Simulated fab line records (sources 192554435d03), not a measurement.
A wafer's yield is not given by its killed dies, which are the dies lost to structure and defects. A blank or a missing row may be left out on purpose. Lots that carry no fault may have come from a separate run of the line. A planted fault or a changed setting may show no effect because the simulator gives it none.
Matching of chambers | flow n5Finfet | 4 sister chambers for N5_BEOL_M5_ETCH_62 on rieDiel-02
The step etches SOC in N2/H2, target depth 75 nm, overetch 15 nm, time 112.5 s. 22 wafers are shown with their chamber, then 11 later ones without.

WAFERS PAIRED WITH THEIR CHAMBERS
wafer  | chamber | drypumpMotorCurrentA (A) | showerheadPlenumPTorr (Torr) | throttleValvePct (%)
L079.4 | 3       | 4.7                      | 2.47                         | 17.54
L079.5 | 1       | 6.4                      | 2.70                         | 17.78
L079.6 | 2       | 6.1                      | 2.57                         | 17.82
L081.1 | 3       | 4.7                      | 2.47                         | 17.54
L081.4 | 1       | 6.4                      | 2.70                         | 17.78
L081.5 | 2       | 6.1                      | 2.57                         | 17.84
L083.1 | 1       | 6.4                      | 2.69                         | 17.79
L083.4 | 2       | 6.1                      | 2.57                         | 17.83
L083.6 | 3       | 4.7                      | 2.47                         | 17.54
L087.4 | 1       | 6.4                      | 2.69                         | 17.79
L087.5 | 2       | 6.1                      | 2.57                         | 17.86
L087.6 | 3       | 4.8                      | 2.46                         | 17.56
L088.1 | 0       | 5.8                      | 2.55                         | 17.40
L088.4 | 1       | 6.4                      | 2.69                         | 17.80
L088.6 | 1       | 6.4                      | 2.69                         | 17.81
L090.1 | 2       | 6.1                      | 2.56                         | 17.86
L090.5 | 3       | 4.7                      | 2.46                         | 17.57
L090.6 | 0       | 5.8                      | 2.55                         | 17.40
L091.2 | 2       | 6.1                      | 2.56                         | 17.86
L091.3 | 1       | 6.4                      | 2.69                         | 17.80
L091.4 | 0       | 5.8                      | 2.55                         | 17.40
L092.2 | 2       | 6.1                      | 2.56                         | 17.88

SIGNATURES (averages over the wafers above)
reading               | chamber 0 | chamber 1 | chamber 2 | chamber 3 | scatter within a chamber
drypumpMotorCurrentA  | 5.800     | 6.400     | 6.100     | 4.720     | 0.0211
showerheadPlenumPTorr | 2.5500    | 2.6929    | 2.5657    | 2.4660    | 0.00491
throttleValvePct      | 17.4000   | 17.7929   | 17.8500   | 17.5500   | 0.0152
Rule: distance of a wafer from a chamber = root of the sum over the readings of ((wafer's reading minus chamber's mean) / reading's scatter) squared. The wafer belongs to the nearest chamber; if the next one is less than 2 further off, it can't be placed. How the scatter is found: for the shown wafers, subtract from each reading the mean of its chamber, square and add these, divide the total by (wafers less chambers), then take the root.

WAFERS WHOSE CHAMBER IS MISSING
wafer  | drypumpMotorCurrentA (A) | showerheadPlenumPTorr (Torr) | throttleValvePct (%)
L092.4 | 6.4                      | 2.69                         | 17.81
L092.5 | 5.8                      | 2.55                         | 17.40
L093.2 | 6.1                      | 2.56                         | 17.86
L093.3 | 5.8                      | 2.55                         | 17.41
L093.4 | 6.4                      | 2.69                         | 17.80
L094.2 | 6.2                      | 2.56                         | 17.88
L094.4 | 6.4                      | 2.68                         | 17.81
L094.5 | 6.1                      | 2.56                         | 17.87
L095.1 | 6.1                      | 2.56                         | 17.89
L095.3 | 6.4                      | 2.68                         | 17.83
L095.6 | 6.1                      | 2.56                         | 17.89

CHAMBER TAKEN BY EACH
wafer  | from the rows above | in truth
L092.4 | 1                   | 1
L092.5 | 0                   | 0
L093.2 | 2                   | 2
L093.3 | 0                   | 0
L093.4 | 1                   | 1
L094.2 | 2                   | 2
L094.4 | 1                   | 1
L094.5 | 2                   | 2
L095.1 | 2                   | 2
L095.3 | 1                   | 1
L095.6 | 2                   | 2
Correctly placed: 11 of 11. Not placeable from these rows: 0. 0 placed wrongly.
